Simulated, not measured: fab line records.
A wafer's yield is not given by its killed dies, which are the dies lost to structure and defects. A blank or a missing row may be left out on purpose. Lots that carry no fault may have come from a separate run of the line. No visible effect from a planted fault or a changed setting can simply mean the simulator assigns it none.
A single fault, viewed from 2 desks -- flow nand-harc -- each desk has only its own numbers; what lay behind them comes last

THE TOOL OWNER'S DESK: ecd-cu-01
The tool's own readings at NHARC_A_M1_ECD_22 (material Cu, target thk 400 nm): means of the sampled wafers that have a number, for each lot that ran on this tool. Marked OUT: a lot whose mean sits more than 4 standard deviations from the usual mean, which makes it out of limits; the brackets give that distance.
Columns: A = bath-heat-duty-pct at NHARC_A_M1_ECD_22, usual 6.5 %; B = bath-temp-c at NHARC_A_M1_ECD_22, usual 25.01 C
lot,first seen here,A,B
L483,day 18 00:38,6.8,24.98
L486,day 18 15:52,7.0,24.90
L499,day 22 07:31,6.8,24.87
L503,day 22 12:13,7.0,25.10
L501,day 23 13:17,6.9,25.19
L502,day 23 20:13,6.6,24.90
L505,day 23 21:37,6.6,24.98
This desk found nothing out of limits on any of the 7 lots.

AT THE METROLOGY DESK
Means of the sampled wafers that have a number, per lot and without regard to the tool the lot ran on: this is what the gauges read. Marked OUT: a lot whose mean sits more than 4 standard deviations from the usual mean, which makes it out of limits; the brackets give that distance.
Columns: A = overlay-x-nm at NHARC_A_M1_OVL_MEAS_10, usual -0.1 nm; B = overlay-y-nm at NHARC_A_M1_OVL_MEAS_10, usual 0.0 nm; C = thk-nm at NHARC_A_M1_THK_MEAS_24, usual 155.3 nm
lot,first seen here,A,B,C
L483,day 17 23:06,1.2,0.3,153.7
L486,day 18 14:13,0.6,-0.5,153.5
L492,day 20 02:48,-0.7,0.1,154.5
L494,day 20 18:10,-0.8,-0.6,30.0 (-74) OUT
L496,day 20 18:56,-1.0,0.6,30.0 (-74) OUT
L499,day 22 05:49,-0.9,0.1,155.0
L503,day 22 10:32,0.5,0.2,155.4
L501,day 23 11:47,-0.7,0.2,155.7
L502,day 23 18:17,-0.3,0.3,156.0
L505,day 23 20:01,-0.1,0.2,156.1
This desk's finding: out of limits on L494, L496; first on L494, day 20 20:43 (thk-nm at NHARC_A_M1_THK_MEAS_24). In limits: L483, L486, L492, L499, L503, L501, L502, L505.

ALL TOGETHER
L494, L496 would have let the metrology desk raise an alarm at day 20 20:43.
The tool owner's desk saw nothing out of limits.
The tool owner's desk has no number on record for L494, L496.
Every lot named ran NHARC_A_M1_ECD_22 on ecd-cu-01.

WHAT THE SIMULATOR PUT IN
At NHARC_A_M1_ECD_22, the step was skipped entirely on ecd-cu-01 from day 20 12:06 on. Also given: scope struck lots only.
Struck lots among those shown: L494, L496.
Time in hours between the start of the fault and the first out-of-limits reading at each desk: metrology desk, 9.
